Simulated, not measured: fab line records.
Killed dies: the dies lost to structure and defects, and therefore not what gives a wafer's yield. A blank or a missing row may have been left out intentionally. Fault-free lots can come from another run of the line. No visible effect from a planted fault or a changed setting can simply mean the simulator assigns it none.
Struck lot and sound lot, side by side | flow nandHarc | 25 out of 1302 route steps
Sound: the wafers L468.1, L468.4, L468.5. Struck: wafer L478.1 (L478.2, L478.5, from the same lot, were not struck and are left out); the cause is given at the end.
Order at every step that has rows: each side's tool, ch and its chambers, its first start. Under that, the readings that differ: sound wafers | struck wafers | difference of the means | sigmas: that difference in standard deviations of wafers without a fault.
alike: readings with means less than 2 such deviations apart, plus words and numbers identical on both sides. not compared: withheld readings, readings lacking a value on some wafer, bounds such as >300 that could conceal the same value, and numbers that have no deviation in the record and whose values overlap.
A row with sigmas, a row that says differs or no value, or rows on one side alone: a step with any of these is where the two part. Numbers that have no deviation but don't overlap get no sigmas and don't part them. Lack of a reading on every wafer of one side parts them only where that side has two or more wafers.

first, 4 steps without rows for these wafers: NHARC_P_GATE_PRECLEAN_71 (cleans in SC1); NHARC_P_GATE_SRD_72; NHARC_P_GATE_OXIDE_16 (material SiO2, target thk 3 nm, ox time 392 s); NHARC_P_GATE_CVD_17 (deposits poly-Si, target thk 150 nm, time 900 s).
NHARC_P_GATE_HM_DEP_102: deposits aC, target thk 120 nm.
  sound on aclDep-01 ch 0, day 6 19:20; struck on aclDep-03 ch 0, day 11 00:53
  alike: throttleValvePct
NHARC_P_GATE_DEP_103: deposits SiON, target thk 30 nm.
  sound on pecvd-03 ch 0,1,2, day 6 20:04; struck on pecvd-02 ch 1, day 11 01:34
  alike: heaterPowerW
  not compared: sinceWetCleanH
then, 6 steps without rows for these wafers: NHARC_P_GATE_DEHYDRATE_18 (time 120 s); NHARC_P_GATE_HMDS_19 (time 30 s); NHARC_P_GATE_COAT_20 (resist thk 90 nm); NHARC_P_GATE_SOFTBAKE_21 (time 55 s); NHARC_P_GATE_EBR_22; NHARC_P_GATE_EXPOSE_23 (exposes mask P GATE, target cd 120 nm).
NHARC_P_GATE_PEB_24: peb time 65 s.
  sound on lithoTrack-06 ch 0, day 6 20:36; struck on lithoTrack-01 ch 0, day 11 02:10
reading               | sound             | struck | difference | sigmas
heaterPowerTotalW (W) | 157.2 157.2 157.0 | 175.8  | +18.7      | +46
then, 1 step without rows for these wafers: NHARC_P_GATE_DEVELOP_25 (develop time 35 s).
NHARC_P_GATE_CD_MEAS_26 targets a cd of 120 nm.
  sound on cdSem-02 ch 0, day 6 20:41; struck on cdSem-03 ch 0, day 11 02:14
reading   | sound             | struck | difference | sigmas
cdNm (nm) | 119.8 120.0 119.5 | 127.7  | +7.9       | +14
NHARC_P_GATE_OVL_MEAS_27:
  sound: overlay-02 at day 6 20:46; struck: overlay-01 at day 11 02:20
  alike: overlayXNm, overlayYNm
NHARC_P_GATE_INSPECT_28:
  sound: defectInspect-01 at day 6 20:49; struck: defectInspect-01 at day 11 02:22
  alike: rawDefectCount
NHARC_P_GATE_DESCUM_31: chemistry O2, time 3 s.
  sound on rieDiel-08 ch 0,1,3, day 6 20:53; struck on rieDiel-01 ch 0, day 11 02:27
reading                | sound           | struck | difference | sigmas
model.P_GATE.cdNm (nm) | 120 119.8 119.1 | 128.1  | +8.5       | 
  alike: drypumpMotorCurrentA, o2FlowSccm, oesProductAu, rfVppV, showerheadPlenumPTorr, throttleValvePct
  not compared: rfHoursCounterH
NHARC_P_GATE_ETCH_104: etches the open film in CF4/CHF3, target depth 60 nm.
  sound on rieDiel-08 ch 0,1,3, day 6 21:01; struck on rieDiel-01 ch 0, day 11 02:31
  alike: drypumpMotorCurrentA, oesProductAu, rfVppV, showerheadPlenumPTorr, throttleValvePct
then, 2 steps without rows for these wafers: NHARC_P_GATE_HM_OPEN_105 (chemistry O2/COS, target depth 360 nm); NHARC_P_GATE_STRIP_106 (strips in O2/COS).
NHARC_P_GATE_ETCH_114: etches the open film in CF4/O2, target depth 30 nm, overetch 3 nm, time 16.5 s.
  sound on rieDiel-08 ch 0,3; struck on rieDiel-01 ch 1
reading              | sound                | struck | difference | sigmas
throttleValvePct (%) | 13.386 13.377 13.397 | 13.409 | +0.022     | +3
  alike: drypumpMotorCurrentA, o2FlowSccm, oesProductAu, rfVppV, showerheadPlenumPTorr
  not compared: rfHoursCounterH
NHARC_P_GATE_ETCH_32: etches the open film in HBr/Cl2, target depth 150 nm, time 100.1 s.
  sound on rieSi-04 ch 0,1,2, day 6 21:23; struck on rieSi-01 ch 2, day 11 02:54
reading                | sound             | struck | difference | sigmas
model.P_GATE.cdNm (nm) | 116.3 116.3 118.2 | 126.1  | +9.2       | 
  alike: drypumpMotorCurrentA, oesProductAu, throttleValvePct
  not compared: rfHoursCounterH
NHARC_P_GATE_STRIP_108: strips in O2.
  sound on rieDiel-03 ch 0,3, day 6 21:34; struck on rieDiel-08 ch 0, day 11 03:04
reading              | sound                | struck | difference | sigmas
throttleValvePct (%) | 17.040 17.050 17.051 | 17.028 | -0.019     | -2
  alike: drypumpMotorCurrentA, o2FlowSccm, oesProductAu, rfVppV, showerheadPlenumPTorr
  not compared: rfHoursCounterH
following that, these wafers have no rows for 1 step: NHARC_END_SORT_01.

WHERE THEY PART
First at NHARC_P_GATE_PEB_24; last, within this record, at NHARC_P_GATE_STRIP_108.

WHY: the cause the simulator had injected
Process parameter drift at NHARC_P_GATE_PEB_24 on lithoTrack-01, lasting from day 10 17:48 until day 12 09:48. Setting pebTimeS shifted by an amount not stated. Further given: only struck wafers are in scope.
